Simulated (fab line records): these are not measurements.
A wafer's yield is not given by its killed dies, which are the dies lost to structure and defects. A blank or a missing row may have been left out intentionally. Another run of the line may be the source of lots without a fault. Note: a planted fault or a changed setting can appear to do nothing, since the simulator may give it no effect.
Which tool is to blame? | flow nand_harc | 10 lots with 30 wafers sampled at 5 steps, on a route of 1302 steps

## WHAT THE GAUGES READ, wafer by wafer
NHARC_END_SORT_01. Usual: killed_at_array 55, standard deviation 12; killed_at_other 1.0, standard deviation 1.2; killed_at_periphery 3.9, standard deviation 2.6; killed_dies 60, standard deviation 12; killed_open 3.3, standard deviation 1.9; killed_short 2.5, standard deviation 1.8.
lot  | measured     | on        | killed_at_array | killed_at_other | killed_at_periphery | killed_dies | killed_open | killed_short | flag
L902 | day 25 16:46 | prober-01 | 671 672 672     | 2 1 2           | 4 4 3               | 677 677 677 | 2 8 2       | 2 2 3        | OFF
L905 | day 27 07:25 | prober-01 | 671 675 671     | 1 1 1           | 5 1 5               | 677 677 677 | 3 0 1       | 0 0 3        | OFF
L912 | day 30 09:41 | prober-01 | 37 49 43        | 0 0 0           | 5 1 3               | 42 50 46    | 5 5 4       | 3 5 2        |
L911 | day 30 20:06 | prober-02 | 59 52 52        | 1 0 2           | 2 2 1               | 62 54 55    | 4 5 2       | 3 1 1        |
L913 | day 31 04:52 | prober-01 | 66 66 64        | 6 3 4           | 3 1 1               | 75 70 69    | 4 0 2       | 4 2 4        |
L914 | day 30 09:40 | prober-02 | 68 54 46        | 0 0 0           | 0 5 7               | 68 59 53    | 1 0 4       | 1 2 0        |
L916 | day 31 09:13 | prober-02 | 47 55 47        | 0 0 0           | 4 6 4               | 51 61 51    | 2 2 2       | 1 3 4        |

## WHAT TOOL EACH LOT RAN ON (gives the tool, then ch and the chambers of the sampled wafers, and finally the start)
lot  | NHARC_A_STAIRCASE_DESCUM_186       | NHARC_A_STAIRCASE_TRIM_193                    | NHARC_A_STAIRCASE_TRIM_196         | NHARC_A_STAIRCASE_TRIM_200
L899 | rie_diel-11 ch 0,1,3, day 16 05:11 | rie_diel-11 ch 0,1, day 16 06:47 or earlier   | rie_diel-11 ch 1,2,3, day 16 06:47 | rie_diel-11 ch 0,2,3, no start
L902 | rie_diel-02 ch 1,2, day 17 19:17   | rie_diel-02 ch 0,1,3, day 17 20:24 or earlier | rie_diel-02 ch 1,2, day 17 20:24   | rie_diel-02 ch 0,1,2, day 25 16:46 or earlier
L905 | rie_diel-11 ch 1,3, day 18 18:46   | rie_diel-11 ch 1,2,3, day 18 20:19 or earlier | rie_diel-11 ch 0,1,3, day 18 20:19 | rie_diel-11 ch 2,3, day 27 07:25 or earlier
L912 | rie_diel-10 ch 0,1,3, day 21 21:04 | rie_diel-10 ch 1,2, day 21 22:11 or earlier   | rie_diel-11 ch 0,1,3, day 21 22:11 | rie_diel-11 ch 0,2, day 30 09:41 or earlier
L911 | rie_diel-10 ch 0,2,3, day 22 03:29 | rie_diel-10 ch 1,2, day 22 04:39 or earlier   | rie_diel-02 ch 0,3, day 22 04:39   | rie_diel-02 ch 0,1, day 30 20:06 or earlier
L913 | rie_diel-11 ch 1,2,3, day 22 09:58 | rie_diel-11 ch 1,2,3, day 22 11:17 or earlier | rie_diel-02 ch 0,2, day 22 11:17   | rie_diel-02 ch 2,3, day 31 04:52 or earlier
L914 | rie_diel-10 ch 1,2,3, day 22 10:29 | rie_diel-10 ch 0,1,2, day 22 11:54 or earlier | rie_diel-10 ch 1,2,3, day 22 11:54 | rie_diel-10 ch 0,1,2, day 30 09:40 or earlier
L915 | rie_diel-11 ch 2,3, day 22 23:25   | rie_diel-11 ch 2,3, day 23 00:34 or earlier   | rie_diel-11 ch 0,2,3, day 23 00:34 | rie_diel-11 ch 0,1,2, no start
L916 | rie_diel-11 ch 0,1,3, day 23 06:24 | rie_diel-11 ch 1,3, day 23 09:22 or earlier   | rie_diel-02 ch 1,3, day 23 09:22   | rie_diel-02 ch 0,1,3, day 31 09:13 or earlier
L921 | rie_diel-11 ch 0,1, day 24 22:29   | rie_diel-11 ch 0,1, day 24 23:51 or earlier   | rie_diel-10 ch 0,1,3, day 24 23:51 | rie_diel-10 ch 0,3, no start
- NHARC_A_STAIRCASE_DESCUM_186: chemistry O2, time 3 s.
- NHARC_A_STAIRCASE_TRIM_193: chemistry O2, time 211.2 s.
- NHARC_A_STAIRCASE_TRIM_196: chemistry O2, time 211.2 s.
- NHARC_A_STAIRCASE_TRIM_200: chemistry O2, time 211.2 s.

## WHAT THE TOOLS THEMSELVES READ (means of the sampled wafers that have a number; where no wafer has one, the mark that the record gives instead)
NHARC_A_STAIRCASE_DESCUM_186. Usual: chamber_pressure_mTorr 60.00 mTorr (standard deviation 0.055); drypump_motor_current_A 5.8 A (standard deviation 0.49); mfc_ar_sccm 0.004 sccm (standard deviation 0.0089); oes_product_au 1.000 a.u. (standard deviation 0.0089); rf_vpp_V 57.9 V (standard deviation 0.96); showerhead_plenum_p_Torr 1.94 Torr (standard deviation 0.1); throttle_valve_pct 11.311 % (standard deviation 0.0077).
lot  | tool        | chamber_pressure_mTorr (mTorr) | drypump_motor_current_A (A) | mfc_ar_sccm (sccm) | oes_product_au (a.u.) | rf_vpp_V (V) | showerhead_plenum_p_Torr (Torr) | throttle_valve_pct (%) | flag
L899 | rie_diel-11 | 60.03                          | 5.7                         | 0.003              | 1.000                 | 58.2         | 1.94                            | 11.308                 |
L902 | rie_diel-02 | 59.95                          | 5.9                         | 0.000              | 0.994                 | 58.8         | 2.00                            | 11.314                 |
L905 | rie_diel-11 | 60.02                          | 6.0                         | 0.003              | 1.002                 | 56.9         | 1.86                            | 11.315                 |
L912 | rie_diel-10 | 60.02                          | 6.2                         | 0.017              | 1.000                 | 58.1         | 1.92                            | 11.314                 |
L911 | rie_diel-10 | 60.00                          | 5.8                         | 0.017              | 1.000                 | 58.2         | 2.01                            | 11.312                 |
L913 | rie_diel-11 | 59.98                          | 5.9                         | 0.003              | 1.002                 | 58.0         | 1.94                            | 11.303                 |
L914 | rie_diel-10 | 60.02                          | 6.1                         | 0.012              | 0.996                 | 57.6         | 1.96                            | 11.309                 |
L915 | rie_diel-11 | 60.07                          | 6.1                         | 0.000              | 1.006                 | 57.4         | 1.90                            | 11.314                 |
L916 | rie_diel-11 | 60.03                          | 5.7                         | 0.003              | 0.994                 | 57.8         | 1.92                            | 11.306                 |
L921 | rie_diel-11 | 59.97                          | 5.3                         | 0.003              | 0.999                 | 58.7         | 2.00                            | 11.315                 |

NHARC_A_STAIRCASE_TRIM_193. Usual: chamber_pressure_mTorr 60.00 mTorr (standard deviation 0.055); drypump_motor_current_A 5.8 A (standard deviation 0.49); mfc_ar_sccm 0.004 sccm (standard deviation 0.0085); oes_product_au 1.000 a.u. (standard deviation 0.0096); rf_vpp_V 57.9 V (standard deviation 0.93); showerhead_plenum_p_Torr 3.58 Torr (standard deviation 0.17); throttle_valve_pct 17.037 % (standard deviation 0.0099).
lot  | tool        | chamber_pressure_mTorr (mTorr) | drypump_motor_current_A (A) | mfc_ar_sccm (sccm) | oes_product_au (a.u.) | rf_vpp_V (V) | showerhead_plenum_p_Torr (Torr) | throttle_valve_pct (%) | flag
L899 | rie_diel-11 | 59.98                          | 5.4                         | 0.005              | 0.995                 | 58.1         | 3.66                            | 17.034                 |
L902 | rie_diel-02 | 60.04                          | 5.6                         | 0.000              | 0.991                 | 57.5         | 3.53                            | 17.037                 |
L905 | rie_diel-11 | 60.02                          | 5.9                         | 0.003              | 1.002                 | 57.3         | 3.41                            | 17.047                 |
L912 | rie_diel-10 | 60.03                          | 6.0                         | 0.000              | 0.996                 | 58.0         | 3.51                            | 17.041                 |
L911 | rie_diel-10 | 60.00                          | 5.6                         | 0.000              | 1.008                 | 58.0         | 3.65                            | 17.040                 |
L913 | rie_diel-11 | 60.01                          | 5.9                         | 0.003              | 1.008                 | 58.1         | 3.58                            | 17.039                 |
L914 | rie_diel-10 | 60.00                          | 5.7                         | 0.005              | 0.999                 | 58.2         | 3.59                            | 17.040                 |
L915 | rie_diel-11 | 60.06                          | 6.2                         | 0.000              | 0.998                 | 57.3         | 3.49                            | 17.040                 |
L916 | rie_diel-11 | 59.98                          | 6.0                         | 0.003              | 1.001                 | 57.3         | 3.42                            | 17.043                 |
L921 | rie_diel-11 | 59.99                          | 5.4                         | 0.005              | 1.010                 | 58.8         | 3.62                            | 17.043                 |

NHARC_A_STAIRCASE_TRIM_196. Usual: chamber_pressure_mTorr 60.00 mTorr (standard deviation 0.055); drypump_motor_current_A 5.8 A (standard deviation 0.52); mfc_ar_sccm 0.004 sccm (standard deviation 0.01); oes_product_au 0.998 a.u. (standard deviation 0.011); rf_vpp_V 57.8 V (standard deviation 0.92); showerhead_plenum_p_Torr 3.55 Torr (standard deviation 0.17); throttle_valve_pct 17.036 % (standard deviation 0.0094).
lot  | tool        | chamber_pressure_mTorr (mTorr) | drypump_motor_current_A (A) | mfc_ar_sccm (sccm) | oes_product_au (a.u.) | rf_vpp_V (V) | showerhead_plenum_p_Torr (Torr) | throttle_valve_pct (%) | flag
L899 | rie_diel-11 | 60.03                          | 5.9                         | 0.003              | 1.002                 | 57.5         | 3.42                            | 17.038                 |
L902 | rie_diel-02 | -                              | -                           | -                  | -                     | -            | -                               | -                      | OFF
L905 | rie_diel-11 | -                              | -                           | -                  | -                     | -            | -                               | -                      | OFF
L912 | rie_diel-11 | 60.01                          | 5.7                         | 0.003              | 1.007                 | 57.8         | 3.56                            | 17.031                 |
L911 | rie_diel-02 | 60.02                          | 5.8                         | 0.000              | 0.991                 | 58.3         | 3.37                            | 17.041                 |
L913 | rie_diel-02 | 60.00                          | 6.1                         | 0.000              | 0.985                 | 57.4         | 3.41                            | 17.046                 |
L914 | rie_diel-10 | 59.94                          | 6.1                         | 0.012              | 1.004                 | 57.9         | 3.60                            | 17.033                 |
L915 | rie_diel-11 | 59.98                          | 5.9                         | 0.000              | 1.008                 | 57.4         | 3.61                            | 17.032                 |
L916 | rie_diel-02 | 59.99                          | 5.3                         | 0.000              | 0.996                 | 58.2         | 3.63                            | 17.051                 |
L921 | rie_diel-10 | 59.99                          | 6.3                         | 0.017              | 1.005                 | 57.6         | 3.53                            | 17.044                 |

NHARC_A_STAIRCASE_TRIM_200. Usual: chamber_pressure_mTorr 59.99 mTorr (standard deviation 0.049); drypump_motor_current_A 5.8 A (standard deviation 0.5); mfc_ar_sccm 0.004 sccm (standard deviation 0.0096); oes_product_au 0.998 a.u. (standard deviation 0.01); rf_vpp_V 57.9 V (standard deviation 0.96); showerhead_plenum_p_Torr 3.56 Torr (standard deviation 0.16); throttle_valve_pct 17.035 % (standard deviation 0.0089).
lot  | tool        | chamber_pressure_mTorr (mTorr) | drypump_motor_current_A (A) | mfc_ar_sccm (sccm) | oes_product_au (a.u.) | rf_vpp_V (V) | showerhead_plenum_p_Torr (Torr) | throttle_valve_pct (%) | flag
L899 | rie_diel-11 | 60.02                          | 5.9                         | 0.000              | 0.996                 | 58.1         | 3.46                            | 17.038                 |
L902 | rie_diel-02 | 59.97                          | 5.9                         | 0.000              | 0.991                 | 58.2         | 3.57                            | 17.037                 |
L905 | rie_diel-11 | 59.99                          | 6.2                         | 0.000              | 1.004                 | 57.2         | 3.30                            | 17.025                 |
L912 | rie_diel-11 | 59.99                          | 5.9                         | 0.000              | 0.994                 | 58.3         | 3.77                            | 17.038                 |
L911 | rie_diel-02 | 59.96                          | 5.8                         | 0.000              | 0.986                 | 57.4         | 3.45                            | 17.027                 |
L913 | rie_diel-02 | 59.98                          | 6.0                         | 0.000              | 1.000                 | 58.5         | 3.58                            | 17.045                 |
L914 | rie_diel-10 | 59.96                          | 5.7                         | 0.005              | 0.999                 | 57.4         | 3.59                            | 17.035                 |
L915 | rie_diel-11 | 59.97                          | 5.6                         | 0.003              | 1.004                 | 57.4         | 3.70                            | 17.029                 |
L916 | rie_diel-02 | 60.01                          | 5.5                         | 0.000              | 0.989                 | 57.0         | 3.50                            | 17.037                 |
L921 | rie_diel-10 | 60.01                          | 6.3                         | 0.029              | 1.003                 | 58.0         | 3.62                            | 17.041                 |

## THE ANSWER, worked out from the rows above alone
Rule: a lot is off if the mean of its wafers that have a number lies more than 3 standard deviations from the usual mean. A lot without any number at a reading at which 4 lots or more have one is off too. Where the step has rows for the other lots, those lots are counted as sound. After the gauges, taken in route order, come the tools' own readings; for these a lot's mean is taken, as printed above. The first step at which some lot is off is used, and at that step the reading that is off furthest; a lot without a number counts as furthest.
Off, at NHARC_END_SORT_01 on killed_at_array: L902, L905. Neither off nor sound, because the step has no rows for them: L899, L915, L921.
If a tool, at a process step before that reading, ran all the lots that are off and no sound lot after the first of them, it fits. Not tried: the gauges at NHARC_END_SORT_01; whatever is off there is also off at NHARC_A_STAIRCASE_TRIM_196, on other tools, and gauge error can't account for it. NHARC_A_STAIRCASE_TRIM_193: start missing for some lots; hours and lot order therefore follow NHARC_A_STAIRCASE_TRIM_196. NHARC_A_STAIRCASE_TRIM_200: start missing for some lots; hours and lot order therefore follow NHARC_END_SORT_01. No candidate that was tried fits.

## WHAT THE SIMULATOR PUT IN
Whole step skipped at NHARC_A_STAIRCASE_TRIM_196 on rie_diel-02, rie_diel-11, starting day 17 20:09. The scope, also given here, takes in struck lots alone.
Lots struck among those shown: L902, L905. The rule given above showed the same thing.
